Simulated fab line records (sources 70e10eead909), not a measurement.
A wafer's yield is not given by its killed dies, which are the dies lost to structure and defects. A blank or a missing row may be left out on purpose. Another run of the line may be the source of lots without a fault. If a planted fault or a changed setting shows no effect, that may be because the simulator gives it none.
Chamber matching | flow nand-harc | NHARC_P_CONTACT_DESCUM_17 on rie-diel-06: 4 sister chambers
The step chemistry O2, time 3 s. 4 wafers are shown with their chamber, then 9 later ones without.

== EACH WAFER AND ITS CHAMBER ==
wafer  | chamber | showerhead-plenum-p-Torr (Torr)
L084.6 | 3       | 1.92
L082.1 | 0       | 1.85
L082.4 | 2       | 2.04
L082.5 | 1       | 1.95

== WAFERS WITHOUT THEIR CHAMBER ==
wafer  | showerhead-plenum-p-Torr (Torr)
L092.1 | 1.85
L092.2 | 1.94
L092.3 | 2.04
L094.4 | 2.03
L094.5 | 2.03
L094.6 | 1.92
L095.1 | 1.94
L095.2 | 1.92
L095.5 | 1.85

== CHAMBER TAKEN BY EACH ==
wafer  | from the rows above     | in truth
L092.1 | 0                       | 0
L092.2 | can't be placed: 1 or 3 | 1
L092.3 | 2                       | 2
L094.4 | 2                       | 2
L094.5 | 2                       | 2
L094.6 | 3                       | 3
L095.1 | can't be placed: 1 or 3 | 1
L095.2 | 3                       | 3
L095.5 | 0                       | 0
Correctly placed: 7 of 9. Unplaceable from these rows: 2, with the true chamber sitting among the candidates in 2. 0 placed wrongly.
How it was worked out, from the rows above alone: a wafer's distance from a chamber is the root of the sum, over the readings, of the square of ((its reading less the chamber's mean) divided by the reading's scatter). If the next closest chamber is less than 2 further off than the closest, the wafer can't be placed; otherwise it belongs to the closest. For every chamber, the mean is computed from those of its wafers that are shown. The scatter: with one shown wafer a chamber, the root of the mean of the squares of how far each hidden wafer lies from its nearest shown one.
